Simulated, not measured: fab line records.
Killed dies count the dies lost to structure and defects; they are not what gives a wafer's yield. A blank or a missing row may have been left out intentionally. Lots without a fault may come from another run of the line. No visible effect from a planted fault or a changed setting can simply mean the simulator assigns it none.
Chamber matching || flow nand_harc || NHARC_P_M2_DESCUM_14 on rie_diel-04 has 4 sister chambers
The step chemistry O2, time 3 s. 4 wafers are shown with their chamber, then 7 later ones without.

== WAFERS WITH THEIR CHAMBER ==
{"wafer": "L088.1", "chamber": 3, "showerhead_plenum_p_Torr (Torr)": 2.06}
{"wafer": "L088.5", "chamber": 0, "showerhead_plenum_p_Torr (Torr)": 2.03}
{"wafer": "L090.1", "chamber": 1, "showerhead_plenum_p_Torr (Torr)": 1.87}
{"wafer": "L090.3", "chamber": 2, "showerhead_plenum_p_Torr (Torr)": 1.91}

== WAFERS WITH NO CHAMBER GIVEN ==
{"wafer": "L090.6", "showerhead_plenum_p_Torr (Torr)": 2.04}
{"wafer": "L091.2", "showerhead_plenum_p_Torr (Torr)": 2.03}
{"wafer": "L091.4", "showerhead_plenum_p_Torr (Torr)": 1.87}
{"wafer": "L091.6", "showerhead_plenum_p_Torr (Torr)": 1.91}
{"wafer": "L096.1", "showerhead_plenum_p_Torr (Torr)": 1.87}
{"wafer": "L096.3", "showerhead_plenum_p_Torr (Torr)": 2.06}
{"wafer": "L096.5", "showerhead_plenum_p_Torr (Torr)": 2.06}

== WHICH CHAMBER EACH ONE RAN IN ==
{"wafer": "L090.6", "from the rows above": 0, "in truth": 0}
{"wafer": "L091.2", "from the rows above": 0, "in truth": 0}
{"wafer": "L091.4", "from the rows above": 1, "in truth": 1}
{"wafer": "L091.6", "from the rows above": 2, "in truth": 2}
{"wafer": "L096.1", "from the rows above": 1, "in truth": 1}
{"wafer": "L096.3", "from the rows above": 3, "in truth": 3}
{"wafer": "L096.5", "from the rows above": 3, "in truth": 3}
7 of 7 placed correctly. Number that these rows cannot place: 0. Number placed wrongly: 0.
How it was worked out, from the rows above alone: a wafer's distance from a chamber is the root of the sum, over the readings, of the square of ((its reading less the chamber's mean) divided by the reading's scatter). If the next closest chamber is less than 2 further off than the closest, the wafer can't be placed; otherwise it belongs to the closest. For every chamber, the mean is computed from those of its wafers that are shown. The scatter: with one shown wafer a chamber, the root of the mean of the squares of how far each hidden wafer lies from its nearest shown one.
